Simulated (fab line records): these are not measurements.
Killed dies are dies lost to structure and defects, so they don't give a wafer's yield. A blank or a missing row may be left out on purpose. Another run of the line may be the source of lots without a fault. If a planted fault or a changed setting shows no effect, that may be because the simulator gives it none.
Chamber matching / flow n5Finfet / rieDiel-03 running N5_SDB_STRIP_21: 3 sister chambers
The step strips in CF4. 3 wafers are shown with their chamber, then 8 later ones without.

WAFERS PAIRED WITH THEIR CHAMBERS
wafer=L084.2; chamber=2; showerheadPlenumPTorr (Torr)=1.77
wafer=L084.3; chamber=1; showerheadPlenumPTorr (Torr)=1.78
wafer=L089.2; chamber=0; showerheadPlenumPTorr (Torr)=1.87

WAFERS WITHOUT THEIR CHAMBER
wafer=L089.3; showerheadPlenumPTorr (Torr)=1.76
wafer=L089.4; showerheadPlenumPTorr (Torr)=1.87
wafer=L091.1; showerheadPlenumPTorr (Torr)=1.76
wafer=L091.5; showerheadPlenumPTorr (Torr)=1.77
wafer=L091.6; showerheadPlenumPTorr (Torr)=1.86
wafer=L097.2; showerheadPlenumPTorr (Torr)=1.76
wafer=L097.4; showerheadPlenumPTorr (Torr)=1.86
wafer=L097.5; showerheadPlenumPTorr (Torr)=1.76

WHICH CHAMBER EACH ONE RAN IN
wafer=L089.3; from the rows above=can't be placed: 2 or 1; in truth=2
wafer=L089.4; from the rows above=0; in truth=0
wafer=L091.1; from the rows above=can't be placed: 2 or 1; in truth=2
wafer=L091.5; from the rows above=can't be placed: 2 or 1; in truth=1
wafer=L091.6; from the rows above=0; in truth=0
wafer=L097.2; from the rows above=can't be placed: 2 or 1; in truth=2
wafer=L097.4; from the rows above=0; in truth=0
wafer=L097.5; from the rows above=can't be placed: 2 or 1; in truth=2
3 of 8 placed correctly. From these rows, 5 cannot be placed; in 5 the true chamber is one of the candidates. Wrongly placed: 0.
How it was worked out, from the rows above alone: a wafer's distance from a chamber is the root of the sum, over the readings, of the square of ((its reading less the chamber's mean) divided by the reading's scatter). The wafer belongs to the nearest chamber; if the next one is less than 2 further off, it can't be placed. For every chamber, the mean is computed from those of its wafers that are shown. The scatter: with one shown wafer a chamber, the root of the mean of the squares of how far each hidden wafer lies from its nearest shown one.
